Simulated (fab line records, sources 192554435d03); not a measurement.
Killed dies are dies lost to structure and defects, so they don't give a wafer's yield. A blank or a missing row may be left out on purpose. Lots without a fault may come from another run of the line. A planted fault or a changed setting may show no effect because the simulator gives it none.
A struck lot beside a sound one | flow n5_finfet | 37 steps out of a route of 1938
Sound: wafers L489.1, L489.2, L489.5. Struck: wafer L491.6. (L491.2, L491.5 of the same lot were not struck and are left out.) The cause comes at the end.
At each step with rows: each side's tool, then ch and its chambers, then its first start. Under that, the readings that differ: sound wafers | struck wafers | difference of the means | sigmas: that difference in standard deviations of wafers without a fault.
alike: readings whose means differ by less than 2 such deviations, and words and numbers that are the same on both sides. not compared: withheld readings, readings that some wafer has no value for, bounds like >300 that may hide the same value, and numbers for which the record gives no deviation and whose values overlap.
The two part at a step that has a row with sigmas, a row that says differs or no value, or rows on one side only. Numbers that don't overlap but have no deviation are shown without sigmas and don't part them. A reading that every wafer of one side lacks parts them only if that side has two wafers or more.

first, 9 steps without rows for these wafers: N5_MOL_CONTACT_COAG_COAT_34 (resist thk 40 nm); N5_MOL_CONTACT_COAG_EBR_36; N5_MOL_CONTACT_COAG_SOFTBAKE_35 (time 60 s); N5_MOL_CONTACT_COAG_EXPOSE_37 (exposes mask VD, defocus 0 nm); N5_MOL_CONTACT_COAG_PEB_38 (peb time 60 s); N5_MOL_CONTACT_COAG_DEVELOP_39 (develop time 30 s); N5_MOL_CONTACT_COAG_DESCUM_45 (chemistry O2, time 7 s); N5_MOL_CONTACT_COAG_ETCH_65 (etches underlayer in N2/H2, target depth 13 nm, time 10.4 s); N5_MOL_CONTACT_COAG_ETCH_66 (etches SiARC in CF4, target depth 13 nm, time 21.7 s).
N5_MOL_CONTACT_COAG_ALD_133: deposits SiO2, target thk 5 nm, pulse time 1 s, co reactant pulse time 1 s.
  sound on ald_sin-01 ch 1,2, day 9 05:23; struck on ald_sin-02 ch 0, day 9 18:36
  reading                                            | sound    | struck | difference | sigmas
  ald_cycles                                         | 35 35 35 | 47     | +12        |
  model.SiO2_of_MOL_CONTACT_COAG_ALD_133.thk_nm (nm) | 5 5 5    | 6.8    | +1.8       |
  alike: heater_power_w, precursor_pulse_height_rel
then, 25 steps without rows for these wafers: N5_MOL_CONTACT_COAG_ETCHBACK_134 (etches SiO2 in CHF3, target depth 10 nm, time 6.7 s); N5_MOL_CONTACT_COAG_ETCH_67 (etches SOC in N2/H2, target depth 60 nm, overetch 21 nm, time 101.2 s); N5_MOL_CONTACT_COAG_STRIP_68 (strips in N2/H2); N5_MOL_CONTACT_COAG_STRIP_69 (strips in N2/H2); N5_MOL_CONTACT_COAG_ETCHBACK_136 (etches SiO2 in CHF3, target depth 25 nm, time 16.7 s); N5_MOL_CONTACT_COAG_STRIP_120 (strips in CHF3); N5_MOL_CONTACT_COAG_VIA_ETCH_117 (etches SiO2 in C4F6/O2, target depth 40 nm, overetch 8 nm, time 26 s); N5_MOL_CONTACT_COAG_ETCH_124 (etches SiNx in CH3F/O2, stops on SiOC, target depth 6.5 nm); N5_MOL_CONTACT_COAG_ETCH_48 (etches SiOC in C4F6/O2, target depth 15 nm, overetch 4.5 nm, time 17 s); N5_MOL_CONTACT_COAG_STRIP_72 (strips in N2/H2); N5_MOL_CONTACT_COAG_STRIP_49 (strips in N2/H2, time 30 s); N5_MOL_CONTACT_COAG_PRECLEAN_138 (cleans in alkaline clean, time 60 s); N5_MOL_CONTACT_COAG_SRD_139 (time 30 s); N5_MOL_CONTACT_COAG_PRE_CLEAN_121; N5_MOL_CONTACT_COAG_CVD_140 (deposits W, target thk 66.5 nm, time 215 s); N5_MOL_CONTACT_COAG_PRECLEAN_127 (cleans in DIW, time 57.5 s); N5_MOL_CONTACT_COAG_SRD_128 (dry time 32 s); N5_MOL_CONTACT_COAG_CMP_52 (polishes, stops on SiO2, t overpolish 1.5 s, target thk 66.5 nm); N5_MOL_CONTACT_COAG_ANNEAL_112 (time 1800 s); N5_BEOL_M0_SAQP_PECVD_00 (deposits SiCN from 3MS/NH3, target thk 8 nm, time 14 s); N5_BEOL_M0_SAQP_ILD_DEP_01 (deposits SiOC from DEMS/O2, target thk 45.419 nm, time 8.7 s); N5_BEOL_M0_SAQP_HM_DEP_02 (deposits TiN, target thk 12 nm); N5_BEOL_M0_SAQP_PECVD_03 (deposits SiCN from 3MS/NH3, target thk 12 nm, time 21.1 s); N5_BEOL_M0_SAQP_PECVD_96 (deposits a-Si from SiH4/He, target thk 45 nm, time 45.2 s); N5_BEOL_M0_SAQP_PECVD_97 (deposits SiNx from SiH4/NH3/N2, target thk 23 nm, time 19.9 s).
N5_BEOL_M4_RC_MEAS_101:
  the record has rows for the sound wafers here (prober-01 ch 0, day 12 05:53) and none for the struck ones
-- the record jumps here: 8 days lie between the struck wafers' starts before and after (it left off in module BEOL_M4 and takes up again in module PASSIVATION, whose first step shown is number 1936 of the route) --
N5_PASSIVATION_PROBE_49:
  the record has rows for the struck wafers here (prober-02, day 18 02:17) and none for the sound ones

WHERE THEY PART
First at N5_BEOL_M4_RC_MEAS_101; last, within this record, at N5_PASSIVATION_PROBE_49.

WHY: what the simulator had put in
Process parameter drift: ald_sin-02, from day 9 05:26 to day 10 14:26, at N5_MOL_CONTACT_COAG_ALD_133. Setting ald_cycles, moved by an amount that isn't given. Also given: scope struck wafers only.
